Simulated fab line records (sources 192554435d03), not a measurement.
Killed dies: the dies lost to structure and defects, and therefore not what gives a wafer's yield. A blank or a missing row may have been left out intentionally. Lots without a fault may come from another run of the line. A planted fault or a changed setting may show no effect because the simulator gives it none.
A lot that was struck, set against a sound lot || flow n5_finfet || 20 out of 1938 route steps
Sound: these wafers, L757.1, L757.2, L757.4. Wafers L748.1, L748.3, L748.4 were the ones struck. The cause is given at the end.
Per side, at each step with rows, come the tool, then ch with its chambers, and then its first start. Under that, the readings that differ: sound wafers || struck wafers || difference of the means || sigmas: that difference in standard deviations of wafers without a fault.
alike: readings whose means differ by less than 2 such deviations, and words and numbers that are the same on both sides. not compared: withheld readings, readings that some wafer has no value for, bounds like >300 that may hide the same value, and numbers for which the record gives no deviation and whose values overlap.
The two part at a step that has a row with sigmas, a row that says differs or no value, or rows on one side only. Non-overlapping numbers with no deviation appear without sigmas and do not part them. A reading missing from all wafers of one side parts the sides only when that side holds two or more wafers.

first, 1 step without rows for these wafers: N5_ZERO_LAYER_HARDBAKE_23 (time 120 s).
N5_ZERO_LAYER_CD_MEAS_11: the cd target is 2000 nm.
  sound on cd_sem-01 ch 0, day 6 12:48; struck on cd_sem-01 ch 0, day 4 06:40
{"reading": "cd_nm (nm)", "sound": "1994.3 1999.3 1995.9", "struck": "2001.3 2001.3 2000.3", "difference": "+4.5", "sigmas": "+2"}
N5_ZERO_LAYER_DESCUM_16: chemistry O2, time 7.9 s.
  sound on rie_diel-05 ch 1,3, day 6 12:50; struck on rie_diel-04 ch 0,1,3, day 4 06:42
  alike: drypump_motor_current_A, oes_product_au, rf_vpp_V, showerhead_plenum_p_Torr, temp_c, throttle_valve_pct
  not compared: rf_hours_counter_h
N5_ZERO_LAYER_ETCH_17: etches SiO2 in CF4, target depth 12 nm, time 13.3 s.
  sound on rie_diel-05 ch 1,3, day 6 12:52; struck on rie_diel-04 ch 0,1,3, day 4 06:44
  alike: drypump_motor_current_A, oes_product_au, rf_vpp_V, showerhead_plenum_p_Torr, throttle_valve_pct
  not compared: rf_hours_counter_h
N5_ZERO_LAYER_ETCH_18: etches Si in HBr/Cl2, target depth 120 nm, time 40 s.
  sound on rie_si-05 ch 0,2,3, day 6 12:56; struck on rie_si-05 ch 0,1,2, day 4 06:48
  alike: drypump_motor_current_A, oes_product_au, throttle_valve_pct
  not compared: rf_hours_counter_h
N5_ZERO_LAYER_STRIP_24: strips in O2.
  sound on plasma_asher-02 ch 0,1, day 6 13:03; struck on plasma_asher-02 ch 0,1, day 4 06:55
  alike: drypump_motor_current_A, heater_power_w, oes_product_au, strip_time_to_endpoint_s, temp_c
  not compared: rf_hours_counter_h
then, 1 step without rows for these wafers: N5_ZERO_LAYER_STRIP_19 (strips in SPM, time 900 s).
N5_ZERO_LAYER_INSPECT_20: inspects for defects (darkfield).
  sound on defect_inspect-01 at day 6 13:26; struck on defect_inspect-01 at day 4 07:16
  alike: raw_defect_count
then, 4 steps without rows for these wafers: N5_WELL_APT_HMDS_01 (time 60 s); N5_WELL_APT_COAT_02 (resist thk 950 nm); N5_WELL_APT_EBR_04; N5_WELL_APT_SOFTBAKE_03 (time 60 s).
N5_WELL_APT_EXPOSE_05: exposes mask NWELL, defocus 0 nm, target cd 200 nm.
  struck on krf_scanner-01, day 4 07:24; sound on krf_scanner-02 ch 0, day 6 13:34
  no value came back on the struck wafers for any of 5 readings (exposure_dose_mJ_cm2, focus_offset_nm (nm) and others); on the sound wafers exposure_dose_mJ_cm2 reads 20.277 20.302 20.278
  alike: mask
then, 3 steps without rows for these wafers: N5_WELL_APT_PEB_06 (peb time 90 s); N5_WELL_APT_DEVELOP_07 (develop time 45 s); N5_WELL_APT_HARDBAKE_12 (time 120 s).
N5_WELL_APT_CD_MEAS_08: the cd target is 200 nm.
  sound on cd_sem-03 ch 0, day 6 13:44; struck on cd_sem-02 ch 0, day 4 07:34
{"reading": "cd_nm (nm)", "sound": "197.6 197.7 196.6", "struck": "- - -", "difference": "no value on the struck wafers", "sigmas": ""}
N5_WELL_APT_OVL_MEAS_09:
  sound on overlay-02 ch 0, day 6 13:46; struck on overlay-02 ch 0, day 4 07:36
{"reading": "NWELL_OVL (nm)", "sound": "8 11 14", "struck": "- - -", "difference": "no value on the struck wafers", "sigmas": ""}
N5_BEOL_M4_RC_MEAS_101:
  the record has rows for the sound wafers here (prober-01 ch 0, day 14 08:31) and none for the struck ones
-- record jumps: 12 days separate the struck wafers' starts on either side; left off in module BEOL_M4, taken up again in module PASSIVATION, whose first shown step is the route's number 1936 --
N5_PASSIVATION_PROBE_49:
  sound on prober-02 at day 18 21:29; struck on prober-02 at day 16 05:01
{"reading": "killed_at_front_end", "sound": "38 28 43", "struck": "1137 1116 1118", "difference": "+1087", "sigmas": "+99 or more"}
{"reading": "killed_dies", "sound": "86 73 91", "struck": "1180 1180 1180", "difference": "+1097", "sigmas": "+61"}
{"reading": "killed_on_rim", "sound": "12 10 16", "struck": "152 152 152", "difference": "+139", "sigmas": "+34"}
  alike: killed_at_M0_to_M3, killed_at_M4_up, killed_at_contacts, killed_at_other, killed_open, killed_short

== WHERE THEY PART ==
Earliest at N5_ZERO_LAYER_CD_MEAS_11; latest, in this record, at N5_PASSIVATION_PROBE_49.

WHY: what had been put in by the simulator
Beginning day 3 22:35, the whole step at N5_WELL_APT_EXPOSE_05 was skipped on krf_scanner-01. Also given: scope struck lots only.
